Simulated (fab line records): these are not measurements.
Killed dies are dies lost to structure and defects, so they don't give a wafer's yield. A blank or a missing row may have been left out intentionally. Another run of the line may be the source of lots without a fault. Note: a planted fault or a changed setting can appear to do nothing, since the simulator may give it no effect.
fab line records	flow nandHarc	part 1 of 2: steps 1 to 4 of 6
record lots=24	wafers=72	lastDay=33
route steps=1302 shown A_STAIRCASE@672
lots with no fault: from the same line, run without faults
startH: the number of hours between the record's first day and the start of the first shown wafer of the lot	waitH: how many hours have passed since the lot's step before this one	" the same as in the row above	L1.1+2: a single row standing in for several wafers	- no value, or no start given	* or withheld: withheld	< > ~ a bound
route shown NAME@n: names a module that has steps shown in the file, with the first one's number in the route	usual: the fault-free wafers' mean and standard deviation	same: alike in all rows	chamber/n: place in a boat	sites: the reading at each site	_std_site: how widely they spread, as a standard deviation	_edge_site: mean of outer sites minus mean of inner sites	radiusMm: for every site, how far away it sits from the centre of the wafer	mask NAME#n: copy n	behind: the most recent tool/chamber to have shaped the wafer	hold: why the lot went on hold/how many hours it stayed there/how the hold came to an end	device: which transistor (n, p or np) failed to switch	end of line: the tests these same wafers got at the end of their route	where a step has no rows: the recipe by itself	killed: dies that structure and defects cost at the first sort, which is not the same as the wafer's yield	map: a wafer's dies, marking killed ones x, the rest . and places with no die _
set.NAME: the setting that was run; set.NAME@STEP: the one run at that earlier step	model.NAME: the simulator's own value behind a step, which no gauge read
a sample of lots followed through the steps of the route, with each step as a table and each wafer as a row
services: when a tool's chamber went out of use (startH, in hours from the record's first day, below 0 if earlier), for how many hours, and the reason
## steps
# step NHARC_A_STAIRCASE_TRIM_16
# recipe timeS=211.2	o2FlowSccm=500	arFlowSccm=0	biasW=0	chemistry=O2
# usual drypumpMotorCurrentA=5.7/0.34	mfcArSccm=0.013/0.015	oesProductAu=0.999/0.0099	rfVppV=57.9/0.86	showerheadPlenumPTorr=3.57/0.13	throttleValvePct=17.036/0.0085
lot.wafer	tool	chamber	startH	waitH	drypumpMotorCurrentA	mfcArSccm	oesProductAu	rfHoursCounterH	rfVppV	showerheadPlenumPTorr	throttleValvePct
L074.1	rieDiel-06	2	-	-	6.3	0.008	0.988	11	57.7	3.56	17.030
L074.6	"	0	"	"	5.3	0.039	1.007	-	56.8	3.41	17.039
L074.5	"	1	"	"	5.6	0	0.999	-	56.5	3.29	17.047
L075.2	rieDiel-01	2	-	-	5.5	0	0.990	43	58.9	3.50	17.047
L075.4	"	0	"	"	5.4	0	0.999	49	57.9	3.78	17.048
L075.5	"	3	"	"	6.1	0.002	0.998	-	58.3	3.75	17.028
L076.2	rieDiel-06	1	-	-	5.6	0	0.993	19	57.5	3.29	17.029
L076.4	"	3	"	"	5.3	0.005	1.005	12	57.0	3.52	17.039
L076.1	"	0	"	"	5.3	0.039	1.008	16	58.2	3.41	17.040
L077.4	rieDiel-13	2	-	-	5.5	0.041	1.016	11	58.4	3.56	17.031
L077.3	"	0	"	"	5.3	0	0.998	12	59.5	3.60	17.029
L077.5	"	2	"	"	5.5	0.041	1.005	-	59.0	3.56	17.019
L078.4	rieDiel-01	3	-	-	6.1	0.002	1.000	0	59.5	3.74	17.032
L078.1	"	1	"	"	6.0	0.009	0.997	0	57.8	3.56	17.035
L078.3	"	2	"	"	5.5	0	1.002	0	57.1	3.49	17.040
L079.2	rieDiel-06	3	-	-	5.3	0.005	1.009	27	57.0	3.52	17.032
L079.3	"	1	"	"	5.6	0	0.998	31	57.4	3.28	17.022
L079.1	"	2	"	"	6.3	0.008	0.982	30	58.0	3.55	17.032
L080.2	rieDiel-01	3	-	-	6.1	0.002	0.997	7	58.5	3.74	17.049
L080.3	"	1	"	"	6.0	0.009	0.985	7	56.3	3.56	17.027
L080.5	"	3	"	"	6.1	0.002	0.998	-	59.2	3.74	17.035
L081.3	rieDiel-13	0	-	-	5.3	0	0.985	29	57.1	3.59	17.045
L081.6	"	1	"	"	5.9	0.028	0.999	-	57.6	3.73	17.024
L081.5	"	2	"	"	5.5	0.041	1.002	-	56.8	3.55	17.029
L083.3	rieDiel-13	3	-	-	5.9	0.016	1.014	36	56.9	3.56	17.047
L083.2	"	0	"	"	5.3	0	0.998	34	57.2	3.59	17.035
L083.6	"	3	"	"	5.9	0.016	1.013	-	58.2	3.56	17.036
L082.2	rieDiel-06	0	-	-	5.3	0.039	0.996	42	57.6	3.39	17.049
L082.4	"	3	"	"	5.3	0.005	1.008	-	58.5	3.51	17.038
L082.5	"	2	"	"	6.3	0.008	0.984	-	57.7	3.54	17.025
L084.3	rieDiel-01	0	-	-	5.4	0	0.993	20	56.4	3.76	17.038
L084.5	"	3	"	"	6.1	0.002	0.979	-	57.9	3.73	17.033
L084.6	"	2	"	"	5.5	0	0.984	-	57.7	3.48	17.030
L086.2	rieDiel-06	0	-	-	5.2	0.039	0.998	47	56.7	3.39	17.034
L086.5	"	3	"	"	5.3	0.005	0.996	-	58.2	3.51	17.032
L086.6	"	0	"	"	5.3	0.039	1.015	-	56.5	3.39	17.042
L085.3	rieDiel-13	1	-	-	5.9	0.028	1.007	43	58.7	3.72	17.036
L085.4	"	0	"	"	5.3	0	0.982	45	58.2	3.58	17.033
L085.5	"	2	"	"	5.5	0.041	1.014	-	57.1	3.54	17.037
L087.3	rieDiel-13	0	-	-	5.3	0	0.991	47	58.6	3.58	17.039
L087.5	"	0	"	"	5.3	0	0.995	-	57.5	3.58	17.032
L087.6	"	1	"	"	6.0	0.028	1.001	-	58.6	3.72	17.024
L088.1	rieDiel-13	0	-	-	5.3	0	1.001	57	57.0	3.58	17.029
L088.3	"	3	"	"	5.9	0.016	1.014	58	56.7	3.55	17.038
L088.6	"	0	"	"	5.3	0	0.995	-	58.4	3.58	17.032
L089.1	rieDiel-06	0	-	-	5.3	0.039	1.001	3	58.2	3.38	17.024
L089.4	"	1	"	"	5.6	0	1.003	3	58.3	3.81	17.043
L089.5	"	1	"	"	5.6	0	0.991	-	58.3	3.81	17.036
L090.3	rieDiel-06	1	-	-	5.6	0	0.997	6	57.8	3.80	17.044
L090.2	"	0	"	"	5.3	0.039	1.019	6	57.7	3.38	17.038
L090.6	"	1	"	"	5.6	0	0.997	-	58.5	3.80	17.030
L093.1	rieDiel-13	2	-	-	5.6	0.041	1.012	1	57.6	3.53	17.041
L093.6	"	2	"	"	5.6	0.041	1.008	-	56.0	3.53	17.041
L093.5	"	3	"	"	5.9	0.016	1.013	-	59.7	3.54	17.035
L091.4	rieDiel-13	2	-	-	5.5	0.041	1.013	2	57.8	3.53	17.047
L091.3	"	0	"	"	5.3	0	0.996	2	57.7	3.57	17.034
L091.5	"	1	"	"	5.9	0.028	0.996	-	56.9	3.71	17.042
L092.2	rieDiel-01	3	-	-	6.1	0.002	0.994	49	57.9	3.71	17.015
L092.1	"	0	"	"	5.4	0	0.997	50	57.6	3.75	17.024
L092.5	"	2	"	"	5.5	0	1.005	-	56.6	3.47	17.051
L094.2	rieDiel-01	2	-	-	5.5	0	1.001	56	58.1	3.46	17.039
L094.1	"	3	"	"	6.1	0.002	0.997	53	57.0	3.71	17.039
L094.5	"	1	"	"	6.0	0.009	0.989	-	58.1	3.54	17.038
L095.2	rieDiel-06	3	-	-	5.3	0.005	0.994	26	57.6	3.49	17.033
L095.4	"	0	"	"	5.2	0.039	1.010	28	56.9	3.37	17.041
L095.5	"	2	"	"	6.2	0.008	0.987	-	58.5	3.52	17.035
L096.3	rieDiel-13	0	-	-	5.3	0	0.995	14	59.2	3.57	17.019
L096.4	"	1	"	"	5.9	0.028	1.000	13	58.2	3.71	17.047
L096.2	"	2	"	"	5.5	0.041	1.002	14	57.9	3.53	17.048
L097.3	rieDiel-01	3	-	-	6.1	0.002	0.996	4	58.5	3.71	17.034
L097.2	"	0	"	"	5.4	0	0.998	4	59.8	3.74	17.043
L097.6	"	3	"	"	6.1	0.002	0.999	-	59.2	3.71	17.045
# step NHARC_A_STAIRCASE_ETCH_19
# recipe targetDepthA=1000	timeS=40.5	ionEnergyEv=400	c4f8FlowSccm=20	o2FlowSccm=10	arFlowSccm=withheld	rfW=600	biasW=1000	chemistry=C4F8/O2
# usual oesProductAu=0.943/0.012	rfVppV=898/4.7
lot.wafer	tool	chamber	startH	waitH	oesProductAu	rfHoursCounterH	rfVppV
L074.1	rieDiel-06	2	-	-	0.915	13	897
L074.5	"	3	"	"	0.931	-	896
L074.6	"	0	"	"	0.947	-	891
L075.4	rieDiel-01	2	-	-	0.939	43	895
L075.2	"	0	"	"	0.935	49	905
L075.5	"	2	"	"	0.949	-	896
L076.1	rieDiel-06	1	-	-	0.951	19	885
L076.4	"	3	"	"	0.946	12	896
L076.2	"	0	"	"	0.965	17	890
L077.4	rieDiel-13	0	-	-	0.938	12	898
L077.3	"	1	"	"	0.943	11	904
L077.5	"	1	"	"	0.949	-	904
L078.1	rieDiel-01	1	-	-	0.936	1	899
L078.4	"	2	"	"	0.930	1	894
L078.3	"	0	"	"	0.935	1	906
L079.1	rieDiel-06	2	-	-	0.936	30	896
L079.3	"	3	"	"	0.950	27	897
L079.2	"	1	"	"	0.942	31	888
L080.2	rieDiel-01	0	-	-	0.950	7	905
L080.3	"	1	"	"	0.943	7	897
L080.5	"	0	"	"	0.946	-	904
L081.3	rieDiel-13	3	-	-	0.953	30	897
L081.6	"	1	"	"	0.937	-	903
L081.5	"	2	"	"	0.950	-	896
L083.2	rieDiel-13	1	-	-	0.947	31	903
L083.3	"	3	"	"	0.952	37	896
L083.6	"	2	"	"	0.948	-	895
L082.2	rieDiel-06	3	-	-	0.932	37	893
L082.5	"	3	"	"	0.938	-	895
L082.4	"	2	"	"	0.925	-	896
L084.3	rieDiel-01	0	-	-	0.948	20	904
L084.6	"	3	"	"	0.944	-	904
L084.5	"	2	"	"	0.943	-	895
L086.2	rieDiel-06	2	-	-	0.929	48	896
L086.6	"	2	"	"	0.939	-	896
L086.5	"	3	"	"	0.940	-	895
L085.3	rieDiel-13	1	-	-	0.944	44	904
L085.4	"	3	"	"	0.971	46	895
L085.5	"	2	"	"	0.952	-	896
L087.3	rieDiel-13	3	-	-	0.947	47	897
L087.6	"	0	"	"	0.943	-	897
L087.5	"	1	"	"	0.961	-	903
L088.1	rieDiel-13	1	-	-	0.940	55	902
L088.3	"	0	"	"	0.930	57	897
L088.6	"	1	"	"	0.939	-	902
L089.4	rieDiel-06	2	-	-	0.949	2	895
L089.1	"	3	"	"	0.931	3	895
L089.5	"	1	"	"	0.938	-	905
L090.2	rieDiel-06	1	-	-	0.946	6	906
L090.3	"	0	"	"	0.967	6	891
L090.6	"	1	"	"	0.930	-	904
L093.1	rieDiel-13	0	-	-	0.941	1	898
L093.6	"	3	"	"	0.970	-	896
L093.5	"	0	"	"	0.936	-	898
L091.4	rieDiel-13	1	-	-	0.938	2	902
L091.3	"	0	"	"	0.953	2	899
L091.5	"	1	"	"	0.931	-	902
L092.2	rieDiel-01	3	-	-	0.941	49	903
L092.1	"	0	"	"	0.952	50	902
L092.5	"	0	"	"	0.964	-	904
L094.2	rieDiel-01	3	-	-	0.953	53	904
L094.1	"	1	"	"	0.936	45	896
L094.5	"	3	"	"	0.953	-	903
L095.4	rieDiel-06	3	-	-	0.925	26	893
L095.2	"	1	"	"	0.918	27	906
L095.5	"	0	"	"	0.932	-	889
L096.3	rieDiel-13	0	-	-	0.943	14	897
L096.4	"	1	"	"	0.940	13	903
L096.2	"	2	"	"	0.956	14	897
L097.3	rieDiel-01	2	-	-	0.933	6	893
L097.2	"	0	"	"	0.937	4	903
L097.6	"	3	"	"	0.938	-	902
# step NHARC_A_STAIRCASE_ETCH_23
# recipe targetDepthA=1000	timeS=40.5	ionEnergyEv=400	c4f8FlowSccm=20	o2FlowSccm=10	arFlowSccm=withheld	rfW=600	biasW=1000	chemistry=C4F8/O2
# usual oesProductAu=0.946/0.013	rfVppV=898/4.3
lot.wafer	tool	chamber	startH	waitH	oesProductAu	rfHoursCounterH	rfVppV
L074.1	rieDiel-13	3	-	-	0.959	1	899
L074.5	"	2	"	"	0.971	-	897
L074.6	"	3	"	"	0.951	-	898
L075.4	rieDiel-01	1	-	-	0.934	49	898
L075.2	"	2	"	"	0.925	43	895
L075.5	"	0	"	"	0.947	-	905
L076.1	rieDiel-06	3	-	-	0.946	13	897
L076.2	"	0	"	"	0.953	17	893
L076.4	"	1	"	"	0.958	19	889
L077.3	rieDiel-13	3	-	-	0.963	12	897
L077.4	"	0	"	"	0.923	12	899
L077.5	"	2	"	"	0.957	-	897
L078.1	rieDiel-13	1	-	-	0.957	14	905
L078.3	"	3	"	"	0.953	14	898
L078.4	"	0	"	"	0.936	14	899
L079.2	rieDiel-06	2	-	-	0.927	30	897
L079.3	"	3	"	"	0.954	28	895
L079.1	"	0	"	"	0.939	33	892
L080.2	rieDiel-13	0	-	-	0.929	23	897
L080.3	"	3	"	"	0.967	24	897
L080.5	"	1	"	"	0.954	-	903
L081.3	rieDiel-06	2	-	-	0.935	35	896
L081.5	"	1	"	"	0.944	-	887
L081.6	"	2	"	"	0.941	-	897
L083.2	rieDiel-01	1	-	-	0.939	18	897
L083.3	"	2	"	"	0.945	17	894
L083.6	"	0	"	"	0.935	-	904
L082.4	rieDiel-01	3	-	-	0.926	16	904
L082.2	"	0	"	"	0.934	16	904
L082.5	"	3	"	"	0.925	-	902
L084.3	rieDiel-06	2	-	-	0.941	46	896
L084.6	"	3	"	"	0.968	-	896
L084.5	"	0	"	"	0.958	-	891
L086.2	rieDiel-13	1	-	-	0.953	43	903
L086.5	"	3	"	"	0.965	-	897
L086.6	"	0	"	"	0.956	-	898
L085.3	rieDiel-01	3	-	-	0.952	23	905
L085.4	"	0	"	"	0.951	-	904
L085.5	"	2	"	"	0.934	-	894
L087.3	rieDiel-13	2	-	-	0.953	46	897
L087.6	"	2	"	"	0.957	-	896
L087.5	"	3	"	"	0.946	-	898
L088.1	rieDiel-13	2	-	-	0.961	56	897
L088.3	"	3	"	"	0.942	58	896
L088.6	"	2	"	"	0.967	-	896
L089.1	rieDiel-06	0	-	-	0.947	4	890
L089.4	"	1	"	"	0.947	3	906
L089.5	"	3	"	"	0.932	-	895
L090.3	rieDiel-13	3	-	-	0.973	61	897
L090.2	"	0	"	"	0.965	60	898
L090.6	"	2	"	"	0.961	-	897
L093.1	rieDiel-13	1	-	-	0.924	1	903
L093.6	"	0	"	"	0.916	-	897
L093.5	"	1	"	"	0.918	-	903
L091.4	rieDiel-13	3	-	-	0.964	2	896
L091.3	"	0	"	"	0.937	2	898
L091.5	"	0	"	"	0.938	-	897
L092.1	rieDiel-06	3	-	-	0.930	12	896
L092.2	"	1	"	"	0.963	14	907
L092.5	"	3	"	"	0.930	-	896
L094.1	rieDiel-01	3	-	-	0.935	53	902
L094.2	"	2	"	"	0.947	56	894
L094.5	"	0	"	"	0.937	-	903
L095.4	rieDiel-06	2	-	-	0.933	25	895
L095.2	"	0	"	"	0.957	28	890
L095.5	"	1	"	"	0.938	-	905
L096.4	rieDiel-13	0	-	-	0.949	15	899
L096.3	"	1	"	"	0.941	13	902
L096.2	"	2	"	"	0.954	14	896
L097.2	rieDiel-06	1	-	-	0.950	31	905
L097.3	"	2	"	"	0.946	29	896
L097.6	"	3	"	"	0.928	-	895
# step NHARC_A_STAIRCASE_TRIM_24
# recipe timeS=211.2	o2FlowSccm=500	arFlowSccm=0	biasW=0	chemistry=O2
# usual drypumpMotorCurrentA=5.7/0.34	mfcArSccm=0.014/0.015	oesProductAu=0.998/0.011	rfVppV=57.9/0.89	showerheadPlenumPTorr=3.57/0.12	throttleValvePct=17.035/0.0096
lot.wafer	tool	chamber	startH	waitH	drypumpMotorCurrentA	mfcArSccm	oesProductAu	rfHoursCounterH	rfVppV	showerheadPlenumPTorr	throttleValvePct
L074.1	rieDiel-13	2	-	-	5.5	0.041	1.005	1	58.4	3.57	17.030
L074.5	"	1	"	"	5.9	0.028	0.994	-	57.9	3.75	17.041
L074.6	"	2	"	"	5.6	0.041	1.005	-	57.3	3.57	17.028
L075.4	rieDiel-01	0	-	-	5.4	0	0.996	49	58.6	3.78	17.029
L075.2	"	3	"	"	6.1	0.002	0.995	45	59.3	3.75	17.023
L075.5	"	0	"	"	5.4	0	1.017	-	57.6	3.78	17.024
L076.2	rieDiel-06	1	-	-	5.6	0	0.993	19	55.6	3.29	17.034
L076.4	"	3	"	"	5.3	0.005	1.003	13	58.1	3.52	17.033
L076.1	"	0	"	"	5.3	0.039	1.006	17	58.7	3.41	17.031
L077.4	rieDiel-13	3	-	-	5.9	0.016	1.009	12	58.0	3.57	17.009
L077.3	"	2	"	"	5.5	0.041	1.001	12	58.1	3.56	17.050
L077.5	"	3	"	"	5.9	0.016	1.013	-	58.3	3.57	17.022
L078.3	rieDiel-13	3	-	-	5.9	0.016	1.015	15	59.0	3.57	17.038
L078.4	"	0	"	"	5.3	0	0.979	14	58.6	3.60	17.044
L078.1	"	1	"	"	5.9	0.028	1.008	14	57.3	3.74	17.033
L079.1	rieDiel-06	3	-	-	5.3	0.005	1.008	28	58.8	3.52	17.036
L079.3	"	0	"	"	5.3	0.039	0.999	33	58.5	3.40	17.046
L079.2	"	2	"	"	6.3	0.008	0.992	30	58.1	3.55	17.043
L080.3	rieDiel-13	1	-	-	5.9	0.028	0.998	22	59.8	3.74	17.032
L080.2	"	2	"	"	5.5	0.041	1.010	23	57.1	3.55	17.015
L080.5	"	0	"	"	5.3	0	0.989	-	57.6	3.60	17.048
L081.3	rieDiel-06	1	-	-	5.6	0	0.992	38	56.0	3.28	17.035
L081.6	"	2	"	"	6.3	0.008	0.973	-	58.1	3.54	17.037
L081.5	"	3	"	"	5.3	0.005	0.992	-	57.5	3.51	17.040
L083.3	rieDiel-01	1	-	-	6.0	0.009	0.974	18	58.3	3.55	17.049
L083.2	"	3	"	"	6.1	0.002	0.983	16	58.6	3.73	17.047
L083.6	"	0	"	"	5.4	0	0.988	-	58.5	3.77	17.034
L082.2	rieDiel-01	0	-	-	5.4	0	0.990	16	57.2	3.77	17.041
L082.4	"	1	"	"	6.0	0.009	0.996	18	58.3	3.55	17.023
L082.5	"	0	"	"	5.4	0	0.995	-	59.2	3.77	17.035
L084.3	rieDiel-06	3	-	-	5.3	0.005	0.999	41	57.8	3.51	17.042
L084.6	"	3	"	"	5.3	0.005	1.000	-	56.3	3.51	17.059
L084.5	"	0	"	"	5.3	0.039	0.999	-	56.7	3.39	17.023
L086.2	rieDiel-13	1	-	-	5.9	0.028	1.001	43	57.4	3.72	17.042
L086.5	"	2	"	"	5.6	0.041	1.004	-	58.6	3.54	17.029
L086.6	"	3	"	"	5.9	0.016	1.012	-	57.7	3.55	17.032
L085.3	rieDiel-01	3	-	-	6.1	0.002	0.996	23	58.7	3.73	17.028
L085.5	"	2	"	"	5.5	0	0.991	-	57.8	3.48	17.013
L085.4	"	3	"	"	6.1	0.002	0.996	-	58.0	3.73	17.040
L087.3	rieDiel-13	1	-	-	5.9	0.028	1.002	46	58.7	3.72	17.029
L087.6	"	2	"	"	5.5	0.041	1.002	-	57.0	3.54	17.057
L087.5	"	3	"	"	5.9	0.016	1.018	-	58.2	3.55	17.034
L088.3	rieDiel-13	2	-	-	5.5	0.041	1.000	56	55.9	3.54	17.030
L088.1	"	3	"	"	5.9	0.016	1.009	58	57.2	3.55	17.030
L088.6	"	0	"	"	5.3	0	0.998	-	58.4	3.58	17.034
L089.1	rieDiel-06	2	-	-	6.2	0.008	0.990	2	57.5	3.53	17.042
L089.4	"	1	"	"	5.6	0	1.003	3	57.2	3.81	17.045
L089.5	"	2	"	"	6.2	0.008	0.999	-	55.8	3.53	17.031
L090.2	rieDiel-13	2	-	-	5.5	0.041	1.013	59	57.9	3.53	17.031
L090.3	"	3	"	"	5.9	0.016	1.020	61	59.1	3.54	17.028
L090.6	"	1	"	"	5.9	0.028	1.007	-	57.8	3.72	17.040
L093.1	rieDiel-13	2	-	-	5.6	0.041	1.011	1	57.9	3.53	17.026
L093.5	"	0	"	"	5.3	0	0.993	-	57.1	3.58	17.035
L093.6	"	1	"	"	5.9	0.028	0.997	-	59.5	3.71	17.025
L091.4	rieDiel-13	2	-	-	5.6	0.041	1.014	2	57.5	3.53	17.051
L091.3	"	3	"	"	5.9	0.016	1.010	2	58.8	3.54	17.046
L091.5	"	2	"	"	5.5	0.041	0.997	-	56.4	3.53	17.052
L092.1	rieDiel-06	1	-	-	5.6	0	0.997	14	58.3	3.80	17.042
L092.2	"	2	"	"	6.3	0.008	0.980	12	58.0	3.53	17.041
L092.5	"	0	"	"	5.3	0.039	1.013	-	57.7	3.38	17.042
L094.2	rieDiel-01	1	-	-	6.0	0.009	0.983	45	58.7	3.54	17.038
L094.1	"	3	"	"	6.1	0.002	1.003	53	59.3	3.71	17.053
L094.5	"	1	"	"	6.0	0.009	0.997	-	58.2	3.54	17.032
L096.3	rieDiel-13	2	-	-	5.6	0.041	1.003	14	56.8	3.53	17.032
L096.4	"	0	"	"	5.3	0	0.988	15	58.3	3.57	17.040
L096.2	"	1	"	"	5.9	0.028	1.000	13	57.1	3.71	17.037
L095.4	rieDiel-06	0	-	-	5.3	0.039	1.005	28	57.1	3.37	17.018
L095.2	"	1	"	"	5.6	0	0.991	27	59.0	3.79	17.045
L095.5	"	0	"	"	5.3	0.039	1.016	-	57.6	3.37	17.038
L097.3	rieDiel-06	2	-	-	6.3	0.008	0.989	29	58.2	3.52	17.045
L097.2	"	1	"	"	5.6	0	0.985	31	58.0	3.79	17.047
L097.6	"	2	"	"	6.2	0.008	0.988	-	58.3	3.52	17.042
